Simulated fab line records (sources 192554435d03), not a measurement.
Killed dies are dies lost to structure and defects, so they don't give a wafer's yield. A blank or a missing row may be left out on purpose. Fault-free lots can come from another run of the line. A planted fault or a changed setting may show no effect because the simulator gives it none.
What tool caused it? ; flow n5-finfet ; 24 wafers from 9 lots sampled at 6 of the route's 1938 steps

== WHAT THE GAUGES SHOWED, per wafer ==
N5_BEOL_M3_OVL_MEAS_29. Usual: V2_OVL typically reads -0.3 nm, with standard deviation 0.76.
lot;measured;on;V2_OVL (nm);flag
L839;day 10 17:26;overlay-02;-1.4 -1.4 -0.7;
L842;day 11 01:53;overlay-02;0.7 0.3 -0.5;
L841;day 11 04:43;overlay-02;1.0 0.5 -0.1;
L843;day 11 04:55;overlay-02;8.2 10.1;OFF
L845;day 11 18:41;overlay-02;9.6 8.9;OFF
L844;day 11 22:53;overlay-01;10.0 10.3;OFF
L847;day 12 05:22;overlay-01;9.6 10.4 10.3;OFF
L849;day 12 21:02;overlay-02;0.3 -1.2 0.6;
L850;day 13 17:29;overlay-02;-0.4 0.2 -0.1;

N5_BEOL_M4_RC_MEAS_101. Usual: DIBL_N 36.3 mV/V, standard deviation 1.6; DIBL_P 36.5 mV/V, standard deviation 1.6; IOFF_N 0.163 nA/um, standard deviation 0.026; IOFF_P 0.22 nA/um, standard deviation 0.033; ION_N 676 uA/um, standard deviation 9.9; ION_P 464 uA/um, standard deviation 6.5; SS_N 71.5 mV/dec, standard deviation 0.5; SS_P 73.3 mV/dec, standard deviation 0.64; VT_N 249.3 mV, standard deviation 2.9; VT_P -250 mV, standard deviation 3.2.
lot;measured;on;DIBL_N (mV/V);DIBL_P (mV/V);IOFF_N (nA/um);IOFF_P (nA/um);ION_N (uA/um);ION_P (uA/um);SS_N (mV/dec);SS_P (mV/dec);VT_N (mV);VT_P (mV);flag
L839;day 11 20:50;prober-01;37.5 34.1 36.3;35.6 32.7 35.0;0.161 0.115 0.142;0.20 0.16 0.19;663 668 655;456 463 449;71.9 70.8 71.8;73.3 72.8 72.9;252.3 254.0 250.3;-250 -252 -253;
L842;day 12 02:19;prober-02;33.4 36.1 36.3;33.8 36.6 36.6;0.116 0.158 0.153;0.16 0.20 0.19;656 679 669;456 457 459;70.8 71.7 71.2;72.8 73.6 73.0;254.8 248.3 251.0;-256 -253 -253;
L841;day 12 06:45;prober-02;37.3 36.9 36.6;36.9 36.7 36.5;0.188 0.187 0.175;0.22 0.22 0.21;682 675 680;458 459 461;72.1 72.5 72.1;73.1 73.4 72.7;246.8 244.9 248.3;-248 -250 -249;
L843;day 12 14:02;prober-01;35.1 35.8;35.2 36.3;0.132 0.154;0.17 0.18;659 683;454 461;71.5 71.4;73.3 73.4;254.4 250.6;-253 -256;
L845;day 12 18:46;prober-01;35.4 36.4;34.7 35.1;0.140 0.143;0.20 0.20;668 668;462 460;71.3 71.1;72.8 72.6;248.2 247.9;-251 -252;
L844;day 12 23:42;prober-01;38.5 39.1;38.3 39.0;0.185 0.202;0.24 0.26;671 689;459 474;72.3 71.2;73.9 73.4;248.4 243.9;-248 -248;
L847;day 13 16:11;prober-01;38.4 35.0 35.9;42.3 37.9 38.6;0.213 0.145 0.164;0.29 0.21 0.23;685 680 682;470 470 471;72.8 70.8 71.5;74.2 72.1 72.9;246.6 248.1 250.8;-245 -250 -249;
L849;day 14 04:17;prober-01;36.0 34.9 35.7;37.1 35.2 36.3;0.169 0.145 0.164;0.22 0.19 0.22;669 662 672;465 456 462;71.8 71.6 71.7;73.4 73.5 73.8;249.5 252.3 250.3;-250 -251 -248;
L850;day 14 08:29;prober-01;36.3 36.5 38.5;35.8 35.5 39.0;0.173 0.165 0.217;0.24 0.23 0.30;681 671 696;463 462 473;71.5 72.0 72.0;73.2 74.0 74.1;246.1 247.7 243.8;-246 -246 -245;

== WHAT TOOL EACH LOT RAN ON (gives the tool, then ch and the chambers of the sampled wafers, and finally the start) ==
lot;N5_BEOL_M3_ETCH_74;N5_BEOL_M3_STRIP_66;N5_BEOL_M3_EXPOSE_25;N5_BEOL_M3_ETCH_70
L839;rie-diel-05 ch 0,1, day 10 16:27;rie-diel-05 ch 0,1, day 10 16:37;euv-scanner-02 ch 0, day 10 17:15;rie-diel-06 ch 0,1,2, day 10 23:11
L842;rie-diel-05 ch 0,1,3, day 11 00:47;rie-diel-05 ch 0,1,3, day 11 00:57;euv-scanner-02 ch 0, day 11 01:42;rie-diel-06 ch 1,2,3, day 11 06:20
L841;rie-diel-02 ch 2,3, day 11 03:52;rie-diel-02 ch 2,3, day 11 04:08;euv-scanner-02 ch 0, day 11 04:32;rie-diel-02 ch 1,2, day 11 09:42
L843;rie-diel-05 ch 1,3, day 11 04:10;rie-diel-05 ch 1,3, day 11 04:20;euv-scanner-02 ch 0, day 11 04:44;rie-diel-06 ch 1,3, day 11 13:08
L845;rie-diel-05 ch 2,3, day 11 17:56;rie-diel-05 ch 2,3, day 11 18:07;euv-scanner-02 ch 0, day 11 18:31;rie-diel-05 ch 1,3, day 11 19:36
L844;rie-diel-02 ch 1,3, day 11 22:07;rie-diel-02 ch 1,3, day 11 22:17;euv-scanner-02 ch 0, day 11 22:43;rie-diel-02 ch 1,3, day 12 09:29
L847;rie-diel-02 ch 0,1,2, day 12 04:27;rie-diel-02 ch 0,1,2, day 12 04:37;euv-scanner-02 ch 0, day 12 05:11;rie-diel-05 ch 0,1, day 12 14:45
L849;rie-diel-05 ch 1,2,3, day 12 20:10;rie-diel-05 ch 1,2,3, day 12 20:20;euv-scanner-01 ch 0, day 12 20:52;rie-diel-06 ch 1,2,3, day 13 08:52
L850;rie-diel-05 ch 0,1,2, day 13 16:44;rie-diel-05 ch 0,1,2, day 13 16:55;euv-scanner-01 ch 0, day 13 17:18;rie-diel-02 ch 0,1, day 13 18:32
- N5_BEOL_M3_ETCH_74: etches underlayer in N2/H2, target depth 6.5 nm, time 5.2 s.
- N5_BEOL_M3_STRIP_66: strips in CF4.
- N5_BEOL_M3_EXPOSE_25: exposes mask V2, defocus 5 nm.
- N5_BEOL_M3_ETCH_70: etches SOC in N2/H2, target depth 80 nm, overetch 16 nm, time 120 s.

== AS READ BY THE TOOLS THEMSELVES (means over the sampled wafers that have a number; for cases with no such wafer, the mark the record gives instead) ==
N5_BEOL_M3_ETCH_74. Usual: drypump-motor-current-A 5.7 A, standard deviation 0.35; etch-rf-on-time-s 5.17 s, standard deviation 0.067; oes-product-au 0.67 a.u., standard deviation 0.069; rf-vpp-V 523.5 V, standard deviation 2.7; showerhead-plenum-p-Torr 2.54 Torr, standard deviation 0.092; throttle-valve-pct 17.87 %, standard deviation 0.22.
lot;tool;drypump-motor-current-A (A);etch-rf-on-time-s (s);oes-product-au (a.u.);rf-vpp-V (V);showerhead-plenum-p-Torr (Torr);throttle-valve-pct (%);flag
L839;rie-diel-05;5.5;5.11;0.70;522.8;2.50;17.81;
L842;rie-diel-05;5.7;5.18;0.70;522.1;2.50;17.82;
L841;rie-diel-02;5.5;5.21;0.64;521.6;2.48;17.81;
L843;rie-diel-05;5.4;5.20;0.74;522.4;2.49;17.80;
L845;rie-diel-05;5.8;5.19;0.68;522.8;2.56;17.71;
L844;rie-diel-02;5.9;5.20;0.65;525.2;2.59;18.12;
L847;rie-diel-02;5.7;5.20;0.70;522.9;2.57;17.81;
L849;rie-diel-05;5.6;5.17;0.69;523.1;2.52;17.76;
L850;rie-diel-05;5.8;5.09;0.64;525.0;2.53;17.80;

N5_BEOL_M3_STRIP_66. Usual: drypump-motor-current-A 5.7 A, standard deviation 0.35; oes-product-au 0.78 a.u., standard deviation 0.076; rf-vpp-V 271.1 V, standard deviation 1.5; showerhead-plenum-p-Torr 1.79 Torr, standard deviation 0.06; throttle-valve-pct 13.61 %, standard deviation 0.22.
lot;tool;drypump-motor-current-A (A);oes-product-au (a.u.);rf-vpp-V (V);showerhead-plenum-p-Torr (Torr);throttle-valve-pct (%);flag
L839;rie-diel-05;5.5;0.80;270.5;1.77;13.53;
L842;rie-diel-05;5.6;0.81;270.5;1.77;13.49;
L841;rie-diel-02;5.5;0.74;269.9;1.74;13.61;
L843;rie-diel-05;5.3;0.85;269.5;1.76;13.41;
L845;rie-diel-05;5.8;0.78;270.9;1.80;13.44;
L844;rie-diel-02;5.9;0.74;271.6;1.83;13.87;
L847;rie-diel-02;5.7;0.82;270.9;1.81;13.54;
L849;rie-diel-05;5.6;0.79;271.0;1.78;13.48;
L850;rie-diel-05;5.8;0.73;271.6;1.79;13.60;

N5_BEOL_M3_EXPOSE_25. Usual: exposure-dose-mJ-cm2 reads 63.9 (standard deviation 0.92).
lot;tool;exposure-dose-mJ-cm2;flag
L839;euv-scanner-02;64.8;
L842;euv-scanner-02;64.8;
L841;euv-scanner-02;64.8;
L843;euv-scanner-02;64.8;
L845;euv-scanner-02;64.8;
L844;euv-scanner-02;64.8;
L847;euv-scanner-02;64.7;
L849;euv-scanner-01;62.9;
L850;euv-scanner-01;62.9;

N5_BEOL_M3_ETCH_70. Usual: drypump-motor-current-A 5.7 A, standard deviation 0.32; oes-product-au 0.60 a.u., standard deviation 0.058; rf-vpp-V 524 V, standard deviation 3.3; showerhead-plenum-p-Torr 2.53 Torr, standard deviation 0.12; throttle-valve-pct 17.88 %, standard deviation 0.29.
lot;tool;drypump-motor-current-A (A);oes-product-au (a.u.);rf-vpp-V (V);showerhead-plenum-p-Torr (Torr);throttle-valve-pct (%);flag
L839;rie-diel-06;5.8;0.58;523;2.48;18.13;
L842;rie-diel-06;5.8;0.61;522;2.49;17.92;
L841;rie-diel-02;5.8;0.58;523;2.52;17.83;
L843;rie-diel-06;5.6;0.64;524;2.52;17.77;
L845;rie-diel-05;5.4;0.66;522;2.49;17.75;
L844;rie-diel-02;5.9;0.57;525;2.59;18.08;
L847;rie-diel-05;5.8;0.57;523;2.50;17.83;
L849;rie-diel-06;5.7;0.60;522;2.48;17.93;
L850;rie-diel-02;5.7;0.66;526;2.62;17.71;

== THE ANSWER, worked out from the rows above alone ==
Rule: a lot is off if the mean of its wafers that have a number lies more than 3 standard deviations from the usual mean. A lot without any number at a reading at which 4 lots or more have one is off too. All remaining lots with rows at the step are treated as sound. The gauges are gone through in route order, then the tools' own readings, and for those a lot's mean is taken as printed above. The first step at which some lot is off is used, and at that step the reading that is off furthest; a lot without a number counts as furthest.
Off: L843, L845, L844, L847, seen at N5_BEOL_M3_OVL_MEAS_29 (V2_OVL).
If a tool, at a process step before that reading, ran all the lots that are off and no sound lot after the first of them, it fits. The gauges at N5_BEOL_M3_OVL_MEAS_29 are tried like those tools. One fits: N5_BEOL_M3_EXPOSE_25 on euv-scanner-02. Its last sound lot is L841 (day 11 04:32), its first lot that is off L843 (day 11 04:44): a fault that began between those two fits.

== WHAT THE SIMULATOR PUT IN ==
Scanner matching overlay: euv-scanner-02, from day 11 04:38 on, at N5_BEOL_M3_EXPOSE_25. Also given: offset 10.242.
Shown lots that were struck: L843, L845, L844, L847. The rule given above showed the same thing.
